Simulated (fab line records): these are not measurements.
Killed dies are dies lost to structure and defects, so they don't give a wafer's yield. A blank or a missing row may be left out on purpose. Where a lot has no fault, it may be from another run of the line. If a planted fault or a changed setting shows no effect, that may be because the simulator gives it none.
fab line records    flow nand_harc
record: lots: 6  wafers: 18  last_day: 24
route steps=1159 shown A_BONDPAD@1072
lots untouched by any fault: they come from a run of this same line in which no faults occurred
start_h: start of the lot's first displayed wafer, in hours after the record's first day    wait_h: hours since the lot's step before    " as in the row above    L1.1+2: several wafers, shown together as one row    - no value, or no start was given    * or withheld: withheld    < > ~ a bound
route shown NAME@n: a module of which the file shows steps, and the number in the route of the first    usual: the fault-free wafers' mean and standard deviation    same: alike in all rows    chamber/n: place in a boat    sites: readings site by site    _std_site: the values' standard deviation    _edge_site: inner sites' mean taken away from outer sites' mean    radius_mm: how far each site lies from the wafer's centre    mask NAME#n: copy n    behind: the tool/chamber that last shaped the wafer    hold: why the lot was held/for how many hours/how that ended    device: whichever transistor did not switch (one of n, p or np)    end of line: the same wafers' tests at the end of the route    for a step that has no rows: nothing shown but its recipe    killed: dies that structure and defects cost at the first sort, which is not the same as the wafer's yield    map: dies across one wafer; x = killed, . = not, _ = none there
set.NAME: the setting that was run; set.NAME@STEP: the one run at that earlier step    model.NAME: the simulator's own value behind a step, which no gauge read
a table for each step, a row for each wafer; lots at some steps of the route
services: when a tool's chamber went out of use (start_h, in hours from the record's first day, below 0 if earlier), for how many hours, and the reason
== steps ==
step: NHARC_A_BONDPAD_CD_MEAS_09
recipe: target_cd_nm: 500  landing_energy_ev: 500
usual: cd_nm: 501.1/2.1
lot.wafer  tool       chamber  start_h  wait_h  cd_nm
L982.1     cd_sem-03  0        418.55   -       498.4
L982.3     "          0        "        "       501.8
L982.4     "          0        "        "       503.1
L981.2     cd_sem-01  0        421.58   -       503.1
L981.5     "          0        "        "       501.1
L981.6     "          0        "        "       502.7
L100.2     cd_sem-01  0        520.43   -       499.1
L100.4     "          0        "        "       500.6
L100.6     "          0        "        "       501.0
L102.3     cd_sem-01  0        533.13   -       503.9
L102.4     "          0        "        "       502.2
L102.5     "          0        "        "       497.7
L103.1     cd_sem-02  0        537.33   -       501.1
L103.2     "          0        "        "       500.1
L103.3     "          0        "        "       500.0
L101.1     cd_sem-02  0        540.15   -       505.2
L101.5     "          0        "        "       502.5
L101.6     "          0        "        "       503.6
step: NHARC_A_BONDPAD_OVL_MEAS_35
usual: overlay_x_nm: 0/6.7  overlay_y_nm: -1/5.5
lot.wafer  tool        chamber  start_h  wait_h  overlay_x_nm  overlay_y_nm
L982.1     overlay-01  -        418.64   -       -1            -7
L982.3     "           -        "        "       -1            -7
L982.4     "           -        "        "       -1            -7
L981.2     overlay-02  -        421.67   -       2             -4
L981.5     "           -        "        "       2             -4
L981.6     "           -        "        "       2             -4
L100.2     overlay-02  -        520.51   -       12            7
L100.4     "           -        "        "       12            7
L100.6     "           -        "        "       12            7
L102.3     overlay-01  -        533.21   -       8             2
L102.4     "           -        "        "       8             2
L102.5     "           -        "        "       8             1
L103.1     overlay-01  -        537.42   -       6             1
L103.2     "           -        "        "       6             1
L103.3     "           -        "        "       5             1
L101.1     overlay-01  -        540.24   -       1             -3
L101.5     "           -        "        "       1             -3
L101.6     "           -        "        "       1             -3
step: NHARC_A_BONDPAD_HARDBAKE_10
recipe: temp_c: 118  time_s: 65
step: NHARC_A_BONDPAD_DESCUM_11
recipe: time_s: 3  o2_flow_sccm: 200  ar_flow_sccm: 0  bias_power_w: 0  chemistry: O2
usual: drypump_motor_current_A: 5.9/0.59  oes_product_au: 1.002/0.011  rf_vpp_V: 57.7/0.86  showerhead_plenum_p_Torr: 1.92/0.084  throttle_valve_pct: 11.312/0.0096
lot.wafer  tool         chamber  start_h  wait_h  drypump_motor_current_A  oes_product_au  rf_hours_counter_h  rf_vpp_V  showerhead_plenum_p_Torr  throttle_valve_pct
L982.3     rie_diel-09  0        418.76   -       6.4                      0.990           6                   57.5      1.98                      11.301
L982.4     "            2        "        "       4.9                      0.979           6                   58.1      2.02                      11.323
L982.1     "            3        "        "       6.5                      1.011           7                   58.1      1.78                      11.324
L981.2     rie_diel-03  3        421.79   -       5.8                      0.998           2                   57.7      1.92                      11.325
L981.6     "            3        "        "       5.7                      1.002           -                   56.9      1.92                      11.306
L981.5     "            0        "        "       6.4                      0.989           -                   57.3      1.87                      11.310
L100.2     rie_diel-09  1        520.66   -       5.7                      1.021           3                   58.1      1.91                      11.308
L100.6     "            2        "        "       4.9                      1.003           -                   56.5      2.02                      11.324
L100.4     "            1        "        "       5.7                      1.013           -                   58.2      1.91                      11.325
L102.3     rie_diel-09  0        533.34   -       6.4                      0.990           3                   57.9      1.98                      11.322
L102.4     "            1        "        "       5.7                      1.019           4                   59.0      1.91                      11.303
L102.5     "            1        "        "       5.7                      1.013           -                   57.6      1.91                      11.316
L103.1     rie_diel-09  0        537.54   -       6.4                      0.985           4                   57.5      1.98                      11.317
L103.3     "            1        "        "       5.7                      1.017           4                   57.4      1.91                      11.308
L103.2     "            3        "        "       6.6                      1.012           3                   57.2      1.78                      11.331
L101.1     rie_diel-09  0        540.38   -       6.4                      0.987           4                   58.0      1.98                      11.301
L101.5     "            2        "        "       4.9                      0.986           -                   58.9      2.02                      11.325
L101.6     "            3        "        "       6.6                      0.996           -                   56.9      1.78                      11.324
step: NHARC_A_BONDPAD_ETCH_34
recipe: target_depth_a: 600  overetch_a: 180  time_s: 65.91  ion_energy_ev: 200  n2_flow_sccm: 150  h2_flow_sccm: 150  ar_flow_sccm: 0  rf_w: 400  bias_w: 150  chemistry: N2/H2
step: NHARC_A_BONDPAD_ETCH_12
recipe: target_depth_a: 2200  time_s: 110  chf3_flow_sccm: 50  o2_flow_sccm: 10  ar_flow_sccm: 200  rf_w: 500  bias_w: 200  chemistry: CHF3/O2
step: NHARC_A_BONDPAD_CD_MEAS_13
usual: cd_nm: 500.5/2.2
lot.wafer  tool       chamber  start_h  wait_h  cd_nm
L982.1     cd_sem-03  -        419.08   -       497.3
L982.3     "          -        "        "       502.0
L982.4     "          -        "        "       502.9
L981.2     cd_sem-01  -        422.14   -       504.2
L981.5     "          -        "        "       500.8
L981.6     "          -        "        "       502.6
L100.2     cd_sem-03  -        521.00   -       498.2
L100.4     "          -        "        "       501.6
L100.6     "          -        "        "       500.4
L102.3     cd_sem-03  -        533.66   -       503.6
L102.4     "          -        "        "       501.8
L102.5     "          -        "        "       497.5
L103.1     cd_sem-01  -        538.41   -       499.7
L103.2     "          -        "        "       499.4
L103.3     "          -        "        "       498.4
L101.1     cd_sem-02  -        540.83   -       503.7
L101.5     "          -        "        "       502.1
L101.6     "          -        "        "       503.2
step: NHARC_A_BONDPAD_STRIP_15
recipe: o2_flow_sccm: 500  ar_flow_sccm: 0  bias_w: 0  chemistry: O2
usual: drypump_motor_current_A: 5.9/0.6  oes_product_au: 1.001/0.011  rf_vpp_V: 57.8/1  showerhead_plenum_p_Torr: 3.54/0.15  throttle_valve_pct: 17.037/0.0094
lot.wafer  tool         chamber  start_h  wait_h  drypump_motor_current_A  oes_product_au  rf_hours_counter_h  rf_vpp_V  showerhead_plenum_p_Torr  throttle_valve_pct
L982.1     rie_diel-09  2        419.15   0.1     4.9                      0.986           6                   57.4      3.71                      17.047
L982.3     "            3        "        "       6.6                      1.013           7                   59.2      3.31                      17.034
L982.4     "            1        "        "       5.7                      1.001           6                   57.3      3.52                      17.021
L981.2     rie_diel-09  3        422.22   0.1     6.6                      1.013           7                   56.5      3.31                      17.041
L981.6     "            3        "        "       6.6                      1.002           -                   57.2      3.31                      17.028
L981.5     "            0        "        "       6.4                      0.989           -                   59.7      3.64                      17.026
L100.2     rie_diel-09  1        521.09   0.1     5.7                      1.006           4                   58.7      3.52                      17.034
L100.4     "            1        "        "       5.7                      1.016           -                   58.9      3.52                      17.013
L100.6     "            2        "        "       4.9                      0.998           -                   58.7      3.71                      17.047
L102.4     rie_diel-09  3        533.75   0.1     6.6                      0.996           3                   59.4      3.31                      17.027
L102.3     "            0        "        "       6.4                      0.995           4                   57.4      3.64                      17.025
L102.5     "            2        "        "       4.9                      0.995           -                   58.4      3.71                      17.034
L103.1     rie_diel-09  0        538.49   0.1     6.4                      0.993           4                   57.8      3.64                      17.037
L103.2     "            1        "        "       5.7                      1.013           4                   56.1      3.52                      17.026
L103.3     "            3        "        "       6.6                      1.003           3                   56.2      3.31                      17.025
L101.1     rie_diel-09  0        540.93   0.1     6.4                      0.979           4                   59.0      3.64                      17.042
L101.6     "            3        "        "       6.5                      1.007           -                   56.2      3.31                      17.041
L101.5     "            0        "        "       6.4                      0.988           -                   57.8      3.64                      17.017
step: NHARC_A_BONDPAD_ETCH_24
recipe: target_depth_a: 300  over_etch_frac: 0.3  time_s: 72.99  ion_energy_ev: 150  cf4_flow_sccm: 50  n2_flow_sccm: 100  ar_flow_sccm: 150  rf_w: 300  bias_w: 100  chemistry: CF4/N2
usual: drypump_motor_current_A: 5.9/0.59  oes_product_au: 1.001/0.011  rf_vpp_V: 314.3/2.2  showerhead_plenum_p_Torr: 2.63/0.11  throttle_valve_pct: 19.793/0.01
lot.wafer  tool         chamber  start_h  wait_h  drypump_motor_current_A  oes_product_au  rf_hours_counter_h  rf_vpp_V  showerhead_plenum_p_Torr  throttle_valve_pct
L982.1     rie_diel-09  1        -        -       5.8                      1.009           6                   314.8     2.62                      19.796
L982.4     "            2        "        "       4.9                      0.991           6                   315.6     2.76                      19.799
L982.3     "            0        "        "       6.4                      0.991           7                   316.0     2.71                      19.794
L981.2     rie_diel-09  1        -        -       5.7                      1.004           7                   314.9     2.62                      19.788
L981.6     "            0        "        "       6.4                      0.992           -                   315.9     2.71                      19.787
L981.5     "            1        "        "       5.7                      0.992           -                   313.6     2.62                      19.791
L100.2     rie_diel-09  2        521.25   0.1     4.9                      1.004           3                   315.8     2.76                      19.806
L100.4     "            0        "        "       6.4                      0.988           -                   318.0     2.71                      19.789
L100.6     "            1        "        "       5.7                      1.022           -                   312.1     2.62                      19.790
L102.3     rie_diel-09  0        -        -       6.4                      1.001           4                   313.6     2.71                      19.791
L102.4     "            3        "        "       6.6                      1.012           3                   312.5     2.46                      19.788
L102.5     "            0        "        "       6.4                      0.985           -                   315.2     2.71                      19.793
L103.2     rie_diel-09  1        538.67   0.1     5.7                      1.022           4                   314.7     2.62                      19.797
L103.1     "            3        "        "       6.6                      0.994           3                   309.8     2.46                      19.782
L103.3     "            0        "        "       6.4                      0.996           4                   314.6     2.71                      19.794
L101.1     rie_diel-09  2        -        -       4.9                      0.996           4                   316.3     2.76                      19.778
L101.5     "            1        "        "       5.7                      1.020           -                   314.5     2.62                      19.800
L101.6     "            2        "        "       4.9                      0.997           -                   317.0     2.76                      19.779
step: NHARC_A_BONDPAD_STRIP_16
recipe: time_s: 600  temp_c: 30  chemistry: post_etch_residue_remover
step: NHARC_A_BONDPAD_DEGAS_25
recipe: temp_c: 300  time_s: 60
usual: heater_power_w: 456/45
lot.wafer  tool            chamber  start_h  wait_h  heater_power_w
L982.3     pvd_sputter-01  -        419.71   -       444
L982.4     "               -        "        "       368
L982.1     "               -        "        "       457
L981.2     pvd_sputter-03  -        422.80   -       465
L981.5     "               -        "        "       411
L981.6     "               -        "        "       405
L100.4     pvd_sputter-02  -        521.67   -       485
L100.2     "               -        "        "       457
L100.6     "               -        "        "       483
L102.4     pvd_sputter-03  -        534.37   -       469
L102.3     "               -        "        "       431
L102.5     "               -        "        "       456
L103.3     pvd_sputter-01  -        539.08   -       406
L103.1     "               -        "        "       470
L103.2     "               -        "        "       432
L101.1     pvd_sputter-01  -        541.49   -       478
L101.5     "               -        "        "       437
L101.6     "               -        "        "       401
step: NHARC_A_BONDPAD_PRE_CLEAN_26
recipe: time_s: 30  temp_c: 280  gas: H2/He
usual: heater_power_w: 403/40
lot.wafer  tool            chamber  start_h  wait_h  heater_power_w
L982.4     pvd_sputter-01  -        -        -       465
L982.3     "               -        "        "       383
L982.1     "               -        "        "       336
L981.2     pvd_sputter-03  -        -        -       366
L981.6     "               -        "        "       407
L981.5     "               -        "        "       364
L100.4     pvd_sputter-02  -        -        -       476
L100.2     "               -        "        "       435
L100.6     "               -        "        "       478
L102.3     pvd_sputter-03  -        -        -       372
L102.4     "               -        "        "       413
L102.5     "               -        "        "       365
L103.3     pvd_sputter-01  -        -        -       418
L103.1     "               -        "        "       475
L103.2     "               -        "        "       384
L101.1     pvd_sputter-01  -        -        -       357
L101.6     "               -        "        "       420
L101.5     "               -        "        "       469
step: NHARC_A_BONDPAD_PVD_17
recipe: target_thk_a: 50  bias_v: 168.6  power_w: 15000  chamber_pressure_pa: 0.12  time_s: 8.06  substrate_temp_c: 50  material: TaN
usual: bias_v: 168.6/1.6  cathode_dc_power_W: 15000/2.9  throttle_valve_pct: 30.1/0.81
lot.wafer  tool            chamber  start_h  wait_h  bias_v  cathode_dc_power_W  throttle_valve_pct
L982.1     pvd_sputter-01  -        419.83   -       170.0   14995               30.6
L982.3     "               -        "        "       168.9   15001               30.1
L982.4     "               -        "        "       166.6   15003               31.0
L981.2     pvd_sputter-03  -        422.92   -       169.2   15001               30.5
L981.6     "               -        "        "       168.7   15004               28.6
L981.5     "               -        "        "       166.1   15001               29.6
L100.2     pvd_sputter-02  -        521.81   -       -       -                   -
L100.4     "               -        "        "       -       -                   -
L100.6     "               -        "        "       -       -                   -
L102.3     pvd_sputter-03  -        534.60   -       171.1   15002               28.6
L102.4     "               -        "        "       166.4   15001               29.5
L102.5     "               -        "        "       167.0   15001               29.5
L103.2     pvd_sputter-01  -        539.21   -       168.6   14999               31.5
L103.3     "               -        "        "       168.1   15003               29.4
L103.1     "               -        "        "       169.4   14998               31.9
L101.1     pvd_sputter-01  -        541.60   -       -       -                   -
L101.6     "               -        "        "       -       -                   -
L101.5     "               -        "        "       -       -                   -
step: NHARC_A_BONDPAD_PVD_27
recipe: target_thk_a: 300  chamber_pressure_pa: 5  power_w: 5000  substrate_temp_c: 30  time_s: 20.49  material: Cu
== services ==
tool            chamber  start_h  hours  kind
rie_diel-03     3        401.32   3.5    repair
rie_diel-09     0        410.13   -      clean
rie_diel-09     1        410.13   -      clean
rie_diel-09     2        410.13   -      clean
rie_diel-09     3        410.13   -      clean
pvd_sputter-01  -        428.03   5.5    repair
rie_diel-03     0        431.07   6.7    repair
rie_diel-09     -        431.13   9.0    pm
rie_diel-09     0        431.13   9.0    vent_cycle
rie_diel-09     1        431.13   9.0    vent_cycle
rie_diel-09     2        431.13   9.0    vent_cycle
rie_diel-09     3        431.13   9.0    vent_cycle
rie_diel-09     0        440.13   -      clean
rie_diel-09     1        440.13   -      clean
rie_diel-09     2        440.13   -      clean
rie_diel-09     3        440.13   -      clean
pvd_sputter-03  -        458.09   10.0   pm
rie_diel-09     0        464.63   -      clean
rie_diel-09     1        464.63   -      clean
rie_diel-09     2        464.63   -      clean
pvd_sputter-01  -        514.00   10.0   pm
rie_diel-09     3        520.34   3.1    repair
rie_diel-09     2        535.87   4.4    repair
rie_diel-03     3        537.70   8.4    repair
== key ==
first_sign: step: NHARC_A_BONDPAD_PVD_17  reading: tool_record  direction: missing
effect none on later readings
met_at NHARC_A_BONDPAD_PVD_17
struck_wafers L100.2,L100.4,L100.6,L101.1,L101.5,L101.6
later_rows_left_out L100.2,L100.4,L100.6,L101.1,L101.5,L101.6
sort_left_out L100.2,L100.4,L100.6,L101.1,L101.5,L101.6
onset_between 419.83 521.81
fault: kind: skipped_step_whole  tool: pvd_sputter-01,pvd_sputter-02  chamber: -  onset_h: 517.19  steps: NHARC_A_BONDPAD_PVD_17  scope: struck_lots_only
sort_left_out: the simulated sort isn't trusted on such a fault, so these wafers' sort isn't shown, and their yield isn't known
later_rows_left_out: the simulator's readings of these wafers behind a module that went badly wrong aren't trusted and aren't shown, but for the sort
